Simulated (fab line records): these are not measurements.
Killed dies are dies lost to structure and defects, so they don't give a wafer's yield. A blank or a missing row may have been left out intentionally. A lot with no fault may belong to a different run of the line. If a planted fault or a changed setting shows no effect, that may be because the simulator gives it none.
Split-lot trial	flow n5Finfet	on a route of 1938 steps: 7 lots, 21 wafers read

THE SPLIT
At N5_PASSIVATION_EXPOSE_07 (exposes mask TV, defocus 0 nm, target cd 3000 nm), the setting doseMj was moved away from the recipe's 22.75 on 6 of the 21 wafers read, by -6.3% to +3.7%. The other wafers ran this setting at the recipe's value.

FROM THE SPLIT TO THE READING: what the file shows between them, 3 steps
- N5_PASSIVATION_PEB_08
- N5_PASSIVATION_DEVELOP_09: develop time 60 s
- N5_PASSIVATION_HARDBAKE_11: time 120 s

THE READING
cdNm at N5_PASSIVATION_CD_MEAS_10, given in nm (cd target 3000 nm). A value of 3000.2 nm with a standard deviation of 2.1 nm is what fault-free wafers of this fab line usually give.

wafer	tool, chamber at the split	doseMj as run	against the recipe	cdNm, nm	against lot-mates on the recipe
L077.1	krfScanner-02, 0	23.2	+2.0%	3003.0	+0.4
L077.2	krfScanner-02, 0	23.2	+2.0%	3003.8	+1.2
L077.6	krfScanner-02, 0	22.75	recipe	3002.6	-
L081.1	krfScanner-01, 0	22.75	recipe	2999.5	-
L081.3	krfScanner-01, 0	21.99	-3.3%	2992.4	-7.6
L081.4	krfScanner-01, 0	22.75	recipe	3000.5	-
L084.1	krfScanner-02, 0	22.75	recipe	3000.2	-
L084.2	krfScanner-02, 0	22.75	recipe	3002.1	-
L084.5	krfScanner-02, 0	22.75	recipe	3000.4	-
L085.1	krfScanner-02, 0	21.32	-6.3%	2987.6	-12.0
L085.3	krfScanner-02, 0	21.32	-6.3%	2987.9	-11.7
L085.4	krfScanner-02, 0	22.75	recipe	2999.6	-
L088.2	krfScanner-01, 0	22.75	recipe	3003.4	-
L088.5	krfScanner-01, 0	22.75	recipe	3005.3	-
L088.6	krfScanner-01, 0	22.75	recipe	3001.6	-
L096.1	krfScanner-02, 0	22.75	recipe	2997.3	-
L096.3	krfScanner-02, 0	23.6	+3.7%	3007.3	+10.6
L096.4	krfScanner-02, 0	22.75	recipe	2996.1	-
L097.1	krfScanner-01, 0	22.75	recipe	3000.0	-
L097.3	krfScanner-01, 0	22.75	recipe	3003.4	-
L097.6	krfScanner-01, 0	22.75	recipe	2999.6	-

THE FIT
A straight line over all 21 wafers: cdNm changes by +2 nm for each +1% of doseMj; r = +0.91; the points scatter about the line by 2.1 nm.
The same after taking each lot's own level away (the mean of its wafers on the recipe; 21 wafers): +1.93 nm for each +1%; r = +0.94; scatter 1.6 nm.
According to that fit, moving doseMj by its largest amount changes the reading by 12 nm.
From 2996.70 to 3003.43 nm: that is the span of the lots' own levels, equal to 3.2 times the standard deviation above.
The two slopes agree, so the slope changes little with the lot-to-lot level.
Check: for one of the wafers moved furthest among these (-6.3%), held out of the fit, the line's prediction against its lot-mates is -12.4 nm. Against them it came out at -12 nm.

THESE WAFERS: OTHER SPLITS
These wafers also went through other splits before the reading. Each is held against what the fit with the lots' levels taken away leaves over:
other split on the same wafers	wafers away from the commonest value	r with cdNm (lot level and that fit taken away)
N5_BEOL_M13_TRENCH_ETCH_34 timeS	6	-0.10
N5_BEOL_M13_SPUTTER_43 timeS	6	+0.04
N5_BEOL_M14_SPUTTER_43 timeS	7	+0.25
N5_BEOL_M15_ILD_DEP_00 timeS	3	+0.02
N5_MIM_TOP_ETCH_PECVD_03 timeS	7	+0.51

THE FILE'S OWN FIT
cdNm changes by +2.06 nm for each +1% of doseMj, r = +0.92.
